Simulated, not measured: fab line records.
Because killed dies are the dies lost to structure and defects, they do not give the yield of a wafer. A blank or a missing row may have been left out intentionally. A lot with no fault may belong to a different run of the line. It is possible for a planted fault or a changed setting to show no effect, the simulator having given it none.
fab line records + flow nandHarc
record:
- lots: 14
- wafers: 40
- lastDay: 23
route steps=1159 shown A_CONTACT@861 END@1159
lots with no fault: from the same line, run without faults
startH: start of the lot's first displayed wafer, in hours after the record's first day + waitH: how many hours have passed since the lot's step before this one + " unchanged from the row above + L1.1+2: a single row standing in for several wafers + - no value, or no start given + * or withheld: withheld + < > ~ a bound
route shown NAME@n: NAME is a module with steps in the file, n the number in the route of the first one + usual: the fault-free wafers' mean and standard deviation + same: alike in all rows + chamber/n: place in a boat + sites: each site's reading + _std_site: the standard deviation of these + _edge_site: inner sites' mean taken away from outer sites' mean + radiusMm: how far each site lies from the wafer's centre + mask NAME#n: copy n + behind: the most recent tool/chamber to have shaped the wafer + hold: why the lot went on hold/how many hours it stayed there/how the hold came to an end + device: transistor that didn't switch, given as n, p or np + end of line: at the end of the route, the tests of the same wafers + for a step that has no rows: nothing shown but its recipe + killed: not the wafer's yield, but the dies lost to structure and defects at the first sort + map: a wafer's dies, x killed, . not, _ none there
set.NAME: the setting that was run; set.NAME@STEP: the one run at that earlier step + model.NAME: the simulator's own value behind a step, which no gauge read
one table for each step of the route and one row for each wafer, over a sample of lots
services: the hour from which a tool's chamber was out of use, counted from the record's first day as startH (under 0 if before that day), plus the number of hours and why
== steps ==
step: NHARC_A_CONTACT_ETCH_51
recipe:
- targetDepthA: 36000
- overEtchFrac: 0.3
- timeS: 936
- ionEnergyEv: 150
- o2FlowSccm: 400
- cosFlowSccm: 20
- arFlowSccm: 0
- rfW: 500
- biasW: 300
- chemistry: O2/COS
usual:
- drypumpMotorCurrentA: 5.9/0.39
- oesProductAu: 1.003/0.0075
- rfVppV: 314.8/2
- showerheadPlenumPTorr: 3.17/0.12
- throttleValvePct: 28.330/0.009
| lot.wafer | tool       | chamber | startH | waitH | drypumpMotorCurrentA | oesProductAu | rfHoursCounterH | rfVppV | showerheadPlenumPTorr | throttleValvePct |
|-----------|------------|---------|--------|-------|----------------------|--------------|-----------------|--------|-----------------------|------------------|
| L406.1    | rieDiel-11 | 0       | 355.99 | -     | 6.0                  | 0.994        | 59              | 314.9  | 3.18                  | 28.336           |
| L406.3    | "          | 1       | "      | "     | 6.2                  | 0.992        | 55              | 316.2  | 3.22                  | 28.323           |
| L406.2    | "          | 2       | "      | "     | 5.8                  | 0.988        | 57              | 313.9  | 3.09                  | 28.325           |
| L408.3    | rieDiel-08 | 3       | 374.38 | -     | 5.5                  | 0.984        | 23              | 314.1  | 3.01                  | 28.340           |
| L408.6    | "          | 1       | "      | "     | 5.6                  | 1.000        | -               | 310.7  | 2.92                  | 28.333           |
| L408.5    | "          | 2       | "      | "     | 5.3                  | 0.985        | -               | 318.0  | 3.32                  | 28.328           |
| L409.2    | rieDiel-05 | 2       | 374.64 | -     | 6.2                  | 1.004        | 6               | 315.1  | 3.21                  | 28.319           |
| L409.5    | "          | 0       | "      | "     | 6.3                  | 1.014        | -               | 316.0  | 3.25                  | 28.323           |
| L409.6    | "          | 1       | "      | "     | 5.3                  | 1.005        | -               | 315.3  | 3.28                  | 28.321           |
| L410.1    | rieDiel-05 | 3       | 383.43 | -     | 5.9                  | 1.014        | 8               | 317.1  | 3.28                  | 28.321           |
| L410.4    | "          | 0       | "      | "     | 6.4                  | 1.002        | 9               | 314.8  | 3.25                  | 28.341           |
| L410.5    | "          | 3       | "      | "     | 5.9                  | 0.997        | -               | 318.4  | 3.28                  | 28.334           |
| L411.2    | rieDiel-11 | 2       | 395.13 | -     | 5.8                  | 1.000        | 7               | 313.5  | 3.09                  | 28.324           |
| L411.3    | "          | 3       | "      | "     | 6.5                  | 1.001        | 7               | 310.0  | 2.91                  | 28.345           |
| L411.4    | "          | 1       | "      | "     | 6.2                  | 1.015        | 8               | 316.4  | 3.22                  | 28.341           |
| L413.2    | rieDiel-05 | 0       | 404.70 | -     | 6.3                  | 0.997        | 12              | 316.1  | 3.24                  | 28.324           |
| L413.1    | "          | 1       | "      | "     | 5.3                  | 1.006        | 12              | 316.7  | 3.28                  | 28.326           |
| L413.4    | "          | 2       | "      | "     | 6.2                  | 0.998        | 12              | 316.4  | 3.21                  | 28.328           |
| L414.3    | rieDiel-05 | 3       | 426.37 | -     | 5.9                  | 1.005        | 14              | 316.0  | 3.28                  | 28.326           |
| L414.4    | "          | 0       | "      | "     | 6.3                  | 1.013        | 15              | 314.8  | 3.25                  | 28.322           |
| L414.2    | "          | 1       | "      | "     | 5.3                  | 1.003        | 14              | 316.1  | 3.28                  | 28.327           |
| L419.2    | rieDiel-11 | 1       | 436.22 | -     | 6.2                  | 1.009        | 20              | 315.4  | 3.21                  | 28.334           |
| L419.1    | "          | 3       | "      | "     | 6.5                  | 1.000        | 17              | 310.2  | 2.91                  | 28.335           |
| L419.4    | "          | 0       | "      | "     | 6.0                  | 1.002        | 17              | 315.3  | 3.17                  | 28.341           |
| L416.2    | rieDiel-05 | 1       | 437.47 | -     | 5.3                  | 1.005        | 16              | 316.5  | 3.28                  | 28.316           |
| L416.4    | "          | 2       | "      | "     | 6.2                  | 1.008        | -               | 315.2  | 3.21                  | 28.318           |
| L416.5    | "          | 0       | "      | "     | 6.4                  | 1.007        | -               | 316.4  | 3.24                  | 28.333           |
| L417.3    | rieDiel-05 | 3       | 441.59 | -     | 5.9                  | 1.003        | 16              | 316.4  | 3.28                  | 28.311           |
| L417.1    | "          | 2       | "      | "     | 6.2                  | 0.999        | 18              | 314.2  | 3.21                  | 28.330           |
| L417.6    | "          | 0       | "      | "     | 6.3                  | 1.006        | -               | 315.3  | 3.24                  | 28.328           |
| L420.2    | rieDiel-11 | 1       | 445.16 | -     | 6.2                  | 1.015        | 23              | 315.3  | 3.21                  | 28.338           |
| L420.4    | "          | 2       | "      | "     | 5.8                  | 1.000        | 24              | 314.1  | 3.08                  | 28.335           |
| L420.5    | "          | 1       | "      | "     | 6.2                  | 1.013        | -               | 314.2  | 3.21                  | 28.317           |
| L422.3    | rieDiel-11 | 3       | 455.01 | -     | 6.5                  | 0.858        | 26              | 310.9  | 2.91                  | 28.333           |
| L422.5    | "          | 1       | "      | "     | 6.2                  | 0.859        | -               | 315.0  | 3.21                  | 28.324           |
| L421.2    | rieDiel-11 | 2       | 455.36 | -     | 5.8                  | 1.006        | 29              | 312.5  | 3.08                  | 28.325           |
| L421.4    | "          | 0       | "      | "     | 6.0                  | 1.001        | 26              | 314.5  | 3.16                  | 28.315           |
| L421.3    | "          | 1       | "      | "     | 6.2                  | 0.877        | 29              | 314.7  | 3.21                  | 28.326           |
| L424.2    | rieDiel-11 | 1       | 485.56 | -     | 6.2                  | 1.007        | 36              | 314.9  | 3.20                  | 28.339           |
| L424.3    | "          | 2       | "      | "     | 5.9                  | 0.858        | 35              | 313.6  | 3.07                  | 28.331           |
step: NHARC_A_CONTACT_ETCH_114
recipe:
- sourceW: withheld
- pressureMtorr: 20
- biasV: 3000
- timeS: 94
- targetDepthA: 9220
- arFlowSccm: withheld
- c4f8FlowSccm: withheld
- o2FlowSccm: withheld
- chemistry: C4F8/O2/Ar
| lot.wafer | tool          | chamber | startH | waitH | rfHoursCounterH |
|-----------|---------------|---------|--------|-------|-----------------|
| L406.1    | harCapEtch-01 | 0       | 357.04 | 0.1   | 53              |
| L406.2    | "             | 1       | "      | "     | 53              |
| L406.3    | "             | 1       | "      | "     | -               |
| L408.3    | harCapEtch-03 | 1       | 375.33 | 0.1   | -               |
| L408.6    | "             | 0       | "      | "     | -               |
| L408.5    | "             | 1       | "      | "     | -               |
| L409.2    | harCapEtch-01 | 1       | 375.56 | 0.1   | 57              |
| L409.5    | "             | 0       | "      | "     | -               |
| L409.6    | "             | 1       | "      | "     | -               |
| L410.1    | harCapEtch-02 | 0       | 384.41 | 0.1   | 11              |
| L410.4    | "             | 0       | "      | "     | -               |
| L410.5    | "             | 1       | "      | "     | -               |
| L411.2    | harCapEtch-02 | 1       | 396.19 | 0.1   | 14              |
| L411.4    | "             | 0       | "      | "     | -               |
| L411.3    | "             | 1       | "      | "     | -               |
| L413.2    | harCapEtch-01 | 1       | 405.68 | 0.1   | 63              |
| L413.1    | "             | 0       | "      | "     | 63              |
| L413.4    | "             | 0       | "      | "     | -               |
| L414.2    | harCapEtch-03 | 0       | 427.37 | 0.1   | 91              |
| L414.3    | "             | 1       | "      | "     | -               |
| L414.4    | "             | 0       | "      | "     | -               |
| L419.1    | harCapEtch-03 | 1       | 437.26 | 0.1   | 92              |
| L419.2    | "             | 0       | "      | "     | 92              |
| L419.4    | "             | 1       | "      | "     | -               |
| L416.2    | harCapEtch-02 | 1       | 438.66 | 0.1   | 19              |
| L416.4    | "             | 1       | "      | "     | -               |
| L416.5    | "             | 1       | "      | "     | -               |
| L417.1    | harCapEtch-01 | 1       | 442.65 | 0.1   | 68              |
| L417.3    | "             | 1       | "      | "     | -               |
| L417.6    | "             | 1       | "      | "     | -               |
| L420.2    | harCapEtch-02 | 0       | 446.15 | 0.1   | 21              |
| L420.4    | "             | 1       | "      | "     | -               |
| L420.5    | "             | 0       | "      | "     | -               |
| L422.3    | harCapEtch-02 | 1       | 455.95 | 0.1   | -               |
| L422.5    | "             | 1       | "      | "     | -               |
| L421.2    | harCapEtch-01 | 0       | 456.41 | 0.1   | 72              |
| L421.3    | "             | 1       | "      | "     | -               |
| L421.4    | "             | 0       | "      | "     | -               |
| L424.2    | harCapEtch-01 | 1       | 486.53 | 0.1   | 75              |
| L424.3    | "             | 1       | "      | "     | -               |
step: NHARC_A_CONTACT_ETCH_115
recipe:
- sourceW: withheld
- pressureMtorr: 20
- biasV: 3000
- timeS: 94
- targetDepthA: 9220
- arFlowSccm: withheld
- c4f8FlowSccm: withheld
- o2FlowSccm: withheld
- chemistry: C4F8/O2/Ar
| lot.wafer | tool          | chamber | startH | waitH | rfHoursCounterH |
|-----------|---------------|---------|--------|-------|-----------------|
| L406.1    | harCapEtch-01 | 0       | 357.13 | 0.1   | 53              |
| L406.2    | "             | 1       | "      | "     | 53              |
| L406.3    | "             | 1       | "      | "     | -               |
| L408.3    | harCapEtch-03 | 1       | 375.43 | 0.1   | -               |
| L408.6    | "             | 0       | "      | "     | -               |
| L408.5    | "             | 1       | "      | "     | -               |
| L409.2    | harCapEtch-01 | 1       | 375.66 | 0.1   | 57              |
| L409.5    | "             | 0       | "      | "     | -               |
| L409.6    | "             | 1       | "      | "     | -               |
| L410.1    | harCapEtch-02 | 0       | 384.50 | 0.1   | 11              |
| L410.4    | "             | 0       | "      | "     | -               |
| L410.5    | "             | 1       | "      | "     | -               |
| L411.2    | harCapEtch-02 | 1       | 396.29 | 0.1   | 14              |
| L411.4    | "             | 0       | "      | "     | -               |
| L411.3    | "             | 1       | "      | "     | -               |
| L413.2    | harCapEtch-01 | 1       | 405.77 | 0.1   | 63              |
| L413.1    | "             | 0       | "      | "     | 63              |
| L413.4    | "             | 0       | "      | "     | -               |
| L414.2    | harCapEtch-03 | 0       | 427.46 | 0.1   | 91              |
| L414.3    | "             | 1       | "      | "     | -               |
| L414.4    | "             | 0       | "      | "     | -               |
| L419.1    | harCapEtch-03 | 1       | 437.35 | 0.1   | 92              |
| L419.2    | "             | 0       | "      | "     | 92              |
| L419.4    | "             | 1       | "      | "     | -               |
| L416.2    | harCapEtch-02 | 1       | 438.75 | 0.1   | 19              |
| L416.4    | "             | 1       | "      | "     | -               |
| L416.5    | "             | 1       | "      | "     | -               |
| L417.1    | harCapEtch-01 | 1       | 442.74 | 0.1   | 68              |
| L417.3    | "             | 1       | "      | "     | -               |
| L417.6    | "             | 1       | "      | "     | -               |
| L420.2    | harCapEtch-02 | 0       | 446.25 | 0.1   | 21              |
| L420.4    | "             | 1       | "      | "     | -               |
| L420.5    | "             | 0       | "      | "     | -               |
| L422.3    | harCapEtch-02 | 1       | 456.04 | 0.1   | -               |
| L422.5    | "             | 1       | "      | "     | -               |
| L421.2    | harCapEtch-01 | 0       | 456.50 | 0.1   | 72              |
| L421.3    | "             | 1       | "      | "     | -               |
| L421.4    | "             | 0       | "      | "     | -               |
| L424.2    | harCapEtch-01 | 1       | 486.62 | 0.1   | 75              |
| L424.3    | "             | 1       | "      | "     | -               |
step: NHARC_A_CONTACT_ETCH_118
recipe:
- sourceW: withheld
- pressureMtorr: 20
- biasV: 3000
- timeS: 94
- targetDepthA: 9220
- arFlowSccm: withheld
- c4f8FlowSccm: withheld
- o2FlowSccm: withheld
- chemistry: C4F8/O2/Ar
| lot.wafer | tool          | chamber | startH | waitH | rfHoursCounterH |
|-----------|---------------|---------|--------|-------|-----------------|
| L406.1    | harCapEtch-01 | 0       | 357.40 | 0.1   | 53              |
| L406.2    | "             | 1       | "      | "     | 53              |
| L406.3    | "             | 1       | "      | "     | -               |
| L408.3    | harCapEtch-03 | 1       | 375.70 | 0.1   | -               |
| L408.6    | "             | 0       | "      | "     | -               |
| L408.5    | "             | 1       | "      | "     | -               |
| L409.2    | harCapEtch-01 | 1       | 375.93 | 0.1   | 58              |
| L409.5    | "             | 0       | "      | "     | -               |
| L409.6    | "             | 1       | "      | "     | -               |
| L410.1    | harCapEtch-02 | 0       | 384.78 | 0.1   | 11              |
| L410.4    | "             | 0       | "      | "     | -               |
| L410.5    | "             | 1       | "      | "     | -               |
| L411.2    | harCapEtch-02 | 1       | 396.56 | 0.1   | 14              |
| L411.4    | "             | 0       | "      | "     | -               |
| L411.3    | "             | 1       | "      | "     | -               |
| L413.2    | harCapEtch-01 | 1       | 406.04 | 0.1   | 64              |
| L413.1    | "             | 0       | "      | "     | 64              |
| L413.4    | "             | 0       | "      | "     | -               |
| L414.2    | harCapEtch-03 | 0       | 427.73 | 0.1   | 91              |
| L414.3    | "             | 1       | "      | "     | -               |
| L414.4    | "             | 0       | "      | "     | -               |
| L419.1    | harCapEtch-03 | 1       | 437.63 | 0.1   | 93              |
| L419.2    | "             | 0       | "      | "     | 93              |
| L419.4    | "             | 1       | "      | "     | -               |
| L416.2    | harCapEtch-02 | 1       | 439.02 | 0.1   | 19              |
| L416.4    | "             | 1       | "      | "     | -               |
| L416.5    | "             | 1       | "      | "     | -               |
| L417.1    | harCapEtch-01 | 1       | 443.01 | 0.1   | 69              |
| L417.3    | "             | 1       | "      | "     | -               |
| L417.6    | "             | 1       | "      | "     | -               |
| L420.2    | harCapEtch-02 | 0       | 446.52 | 0.1   | 21              |
| L420.4    | "             | 1       | "      | "     | -               |
| L420.5    | "             | 0       | "      | "     | -               |
| L422.3    | harCapEtch-02 | 1       | 456.31 | 0.1   | -               |
| L422.5    | "             | 1       | "      | "     | -               |
| L421.2    | harCapEtch-01 | 0       | 456.77 | 0.1   | 73              |
| L421.3    | "             | 1       | "      | "     | -               |
| L421.4    | "             | 0       | "      | "     | -               |
| L424.2    | harCapEtch-01 | 1       | 486.90 | 0.1   | 75              |
| L424.3    | "             | 1       | "      | "     | -               |
step: NHARC_END_SORT_01
recipe:
- tempC: 25
usual:
- killedAtArray: 27/10
- killedAtOther: 0.6/1
- killedAtPeriphery: 3.4/2.7
- killedDies: 31/9.7
- killedOpen: 3.4/1.7
- killedShort: 2.2/1.5
same:
- grossDies: 677
| lot.wafer | tool      | chamber | startH | waitH | killedAtArray | killedAtOther | killedAtPeriphery | killedDies | killedOpen | killedShort |
|-----------|-----------|---------|--------|-------|---------------|---------------|-------------------|------------|------------|-------------|
| L421.2    | prober-01 | 0       | 541.44 | 2.8   | 19            | 0             | 2                 | 21         | 1          | 1           |
| L421.3    | prober-01 | 0       | 542.25 | 3.1   | 279           | 0             | 3                 | 282        | 4          | 0           |
| L421.4    | prober-01 | 0       | 543.06 | 3.4   | 22            | 0             | 2                 | 24         | 2          | 2           |
| L422.3    | prober-02 | 0       | 542.27 | 3.1   | 203           | 0             | 1                 | 204        | 2          | 2           |
| L422.5    | prober-02 | 0       | 543.88 | 3.7   | 236           | 2             | 2                 | 240        | 2          | 2           |
| L424.2    | prober-01 | 0       | 555.72 | 2.8   | 40            | 0             | 0                 | 40         | 1          | 1           |
| L424.3    | prober-01 | 0       | 556.53 | 3.1   | 327           | 1             | 1                 | 329        | 6          | 1           |
killed by level:class
L421.2 A_SLIT:chamberFilmFlake=13 A_CONTACT:chamberFilmFlake=3 A_WL_FILL:geometricParticle:short=1 A_WL_FILL:geometricParticle:open=1 P_ZERO_WELL:chamberFilmFlake=1 P_GATE:chamberFilmFlake=1 A_CHANNEL_HOLE_D1:chamberFilmFlake=1
L421.3 A_CONTACT:areaEtch=244 A_SLIT:chamberFilmFlake=18 A_CHANNEL_HOLE_D1:chamberFilmFlake=8 A_CONTACT:chamberFilmFlake=5 P_M0:geometricParticle:open=2 A_ONON_D1:geometricParticle:open=1 A_CONTACT:geometricParticle:open=1 P_GATE:chamberFilmFlake=1
L422.3 A_CONTACT:areaEtch=173 A_CHANNEL_HOLE_D1:chamberFilmFlake=22 A_CONTACT:chamberFilmFlake=2 A_M1:chamberFilmFlake=2 P_CONTACT:geometricParticle:short=1 A_SGD_CUT:geometricParticle:open=1 A_WL_FILL:geometricParticle:short=1 A_BLC:geometricParticle:open=1
L421.4 A_SLIT:chamberFilmFlake=15 A_CHANNEL_HOLE_D1:chamberFilmFlake=4 P_CONTACT:geometricParticle:open=1 P_M2:geometricParticle:short=1 A_WL_FILL:geometricParticle:short=1 A_M0:geometricParticle:open=1 A_STAIRCASE:chamberFilmFlake=1
L422.5 A_CONTACT:areaEtch=211 A_CHANNEL_HOLE_D1:chamberFilmFlake=16 A_ZERO_WELL:chamberFilmFlake=2 A_CONTACT:chamberFilmFlake=2 A_M1:chamberFilmFlake=2 THIN_TSV:chamberFilmFlake=2 P_GATE:geometricParticle:short=1 P_GATE:geometricParticle:open=1
L424.2 A_CHANNEL_HOLE_D1:chamberFilmFlake=18 A_SLIT:chamberFilmFlake=14 A_CONTACT:chamberFilmFlake=3 A_SGD_CUT:chamberFilmFlake=2 A_CONTACT:geometricParticle:open=1 A_M0:geometricParticle:short=1 A_STAIRCASE:chamberFilmFlake=1
L424.3 A_CONTACT:areaEtch=288 A_CHANNEL_HOLE_D1:chamberFilmFlake=20 A_SLIT:chamberFilmFlake=11 A_CONTACT:geometricParticle:open=4 P_M0:geometricParticle:open=1 A_WL_FILL:geometricParticle:short=1 A_M0:geometricParticle:open=1 A_SGD_CUT:chamberFilmFlake=1
== services ==
| tool          | chamber | startH | hours | kind      |
|---------------|---------|--------|-------|-----------|
| rieDiel-05    | -       | 340.62 | 9.0   | pm        |
| rieDiel-08    | 0       | 341.33 | 3.9   | repair    |
| rieDiel-08    | 1       | 343.02 | 7.6   | repair    |
| rieDiel-08    | 3       | 343.92 | 6.9   | repair    |
| rieDiel-11    | 0       | 345.93 | -     | clean     |
| rieDiel-11    | 1       | 345.93 | -     | clean     |
| rieDiel-11    | 2       | 345.93 | -     | clean     |
| rieDiel-11    | 3       | 345.93 | -     | clean     |
| rieDiel-11    | -       | 366.51 | 9.0   | pm        |
| rieDiel-11    | 0       | 366.51 | 9.0   | ventCycle |
| rieDiel-11    | 1       | 366.51 | 9.0   | ventCycle |
| rieDiel-11    | 2       | 366.51 | 9.0   | ventCycle |
| rieDiel-11    | 3       | 366.51 | 9.0   | ventCycle |
| rieDiel-11    | 0       | 375.51 | -     | clean     |
| rieDiel-11    | 1       | 375.51 | -     | clean     |
| rieDiel-11    | 2       | 375.51 | -     | clean     |
| rieDiel-11    | 3       | 375.51 | -     | clean     |
| rieDiel-11    | 0       | 400.01 | -     | clean     |
| rieDiel-11    | 1       | 400.01 | -     | clean     |
| rieDiel-08    | 2       | 418.57 | 3.9   | repair    |
| rieDiel-05    | 3       | 433.93 | 4.6   | repair    |
| rieDiel-08    | 2       | 440.89 | 3.3   | repair    |
| rieDiel-08    | -       | 479.31 | 9.0   | pm        |
| harCapEtch-01 | -       | 481.07 | 0.2   | repair    |
== key ==
firstSign:
- step: NHARC_A_CONTACT_ETCH_51
- reading: oesProductAu
- direction: down
- sigmas: 19
- usual: 1.003
- struck: 0.863
effect:
- step: NHARC_END_SORT_01
- reading: killedDies
- direction: up
- sigmas: 24
- usual: 31
- struck: 264
moreKillsBornAt:
- NHARC_A_CONTACT_ETCH_51@rieDiel-11: 916
metAt NHARC_A_CONTACT_ETCH_51
struckLots L421,L422,L424
struckWafers L421.3,L422.3,L422.5,L424.3
testerLeftOut L421,L422,L424
notActingAt NHARC_A_CONTACT_ETCH_114,NHARC_A_CONTACT_ETCH_115,NHARC_A_CONTACT_ETCH_118
fault:
- kind: processParameterDrift
- tool: rieDiel-11
- chamber: -
- onsetH: 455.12
- steps: NHARC_A_CONTACT_ETCH_51
- channel: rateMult
- offset: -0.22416
- shape: step
- endH: 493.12
- scope: struckWafersOnly
testerLeftOut: of these lots the tester's yield and bins aren't shown, on N5 and GAA mostly nor the transistor test; their killed dies are dies lost to structure and defects alone, not to doping, threshold or leakage, so they don't give the yield
